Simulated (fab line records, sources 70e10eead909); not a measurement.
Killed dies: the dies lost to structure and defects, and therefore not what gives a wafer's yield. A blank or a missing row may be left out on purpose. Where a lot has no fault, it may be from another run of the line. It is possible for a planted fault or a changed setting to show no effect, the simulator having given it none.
Chamber matching + flow nandHarc + NHARC_THIN_TSV_ETCHBACK_48 on rieDiel-10: 4 sister chambers
The step etches the open film in C4F8/Ar, target depth 1028.5 nm, time 405.17 s. 4 wafers are shown with their chamber, then 8 later ones without.

## EACH WAFER AND ITS CHAMBER
| wafer  | chamber | rfVppV (V) |
|--------|---------|------------|
| L805.3 | 0       | 540.6      |
| L806.4 | 2       | 545.0      |
| L806.5 | 1       | 543.7      |
| L809.1 | 3       | 547.6      |

## WAFERS MISSING THEIR CHAMBER
| wafer  | rfVppV (V) |
|--------|------------|
| L809.2 | 543.7      |
| L809.4 | 544.4      |
| L810.1 | 548.2      |
| L810.3 | 545.7      |
| L810.4 | 541.9      |
| L823.2 | 546.1      |
| L823.3 | 541.9      |
| L823.5 | 541.6      |

## EACH ONE'S CHAMBER
| wafer  | from the rows above          | in truth |
|--------|------------------------------|----------|
| L809.2 | can't be placed: 1 or 2      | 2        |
| L809.4 | can't be placed: 2 or 1      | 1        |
| L810.1 | 3                            | 3        |
| L810.3 | can't be placed: 2 or 3 or 1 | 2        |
| L810.4 | can't be placed: 0 or 1 or 2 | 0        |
| L823.2 | can't be placed: 2 or 3 or 1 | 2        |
| L823.3 | can't be placed: 0 or 1 or 2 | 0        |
| L823.5 | can't be placed: 0 or 1      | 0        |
Correct placement for 1 of the 8. Not placeable from these rows: 7 (in 7, the candidates include the true chamber). Number placed wrongly: 0.
How it was worked out, from the rows above alone: a wafer's distance from a chamber is the root of the sum, over the readings, of the square of ((its reading less the chamber's mean) divided by the reading's scatter). The wafer belongs to the nearest chamber; if the next one is less than 2 further off, it can't be placed. For every chamber, the mean is computed from those of its wafers that are shown. The scatter (one wafer shown for each chamber): square how far every hidden wafer sits from the nearest shown wafer, average those squares and take the square root.
